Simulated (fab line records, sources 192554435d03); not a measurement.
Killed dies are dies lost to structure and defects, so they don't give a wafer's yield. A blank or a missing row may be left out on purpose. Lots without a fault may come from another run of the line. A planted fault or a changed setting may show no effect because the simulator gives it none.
Chamber matching | flow n5_finfet | N5_SD_EPI_N_ETCH_45 on rie_diel-03: 4 sister chambers
The step etches SiOCN in CH3F/O2, target depth 6 nm. 7 wafers are shown with their chamber, then 7 later ones without.

WAFERS WITH THEIR CHAMBER
wafer  | chamber | drypump_motor_current_A (A) | throttle_valve_pct (%)
L076.6 | 2       | 5.2                         | 23.65
L079.3 | 1       | 5.8                         | 22.99
L082.1 | 0       | 5.0                         | 23.15
L082.2 | 3       | 4.9                         | 23.41
L082.5 | 0       | 5.0                         | 23.17
L084.2 | 1       | 5.8                         | 23.02
L084.4 | 3       | 4.8                         | 23.41

WAFERS WITHOUT THEIR CHAMBER
wafer  | drypump_motor_current_A (A) | throttle_valve_pct (%)
L084.6 | 4.8                         | 23.42
L095.1 | 4.9                         | 23.01
L095.5 | 4.8                         | 23.00
L095.6 | 5.0                         | 23.19
L097.1 | 5.0                         | 23.20
L097.3 | 5.2                         | 23.70
L097.5 | 5.0                         | 23.18

WHICH CHAMBER EACH WENT THROUGH
wafer  | from the rows above | in truth
L084.6 | 3                   | 3
L095.1 | 0                   | 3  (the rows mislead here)
L095.5 | 0                   | 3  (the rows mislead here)
L095.6 | 0                   | 0
L097.1 | 0                   | 0
L097.3 | 2                   | 2
L097.5 | 0                   | 0
Placed correctly: 5 of 7. Can't be placed from these rows: 0. Placed wrongly: 2.
How it was worked out, from the rows above alone: a wafer's distance from a chamber is the root of the sum, over the readings, of the square of ((its reading less the chamber's mean) divided by the reading's scatter). The wafer belongs to the nearest chamber; if the next one is less than 2 further off, it can't be placed. A chamber's mean is the mean of its shown wafers. The scatter: the root of (the sum of the squares of (reading less its chamber's mean) over the shown wafers, divided by (wafers less chambers)).
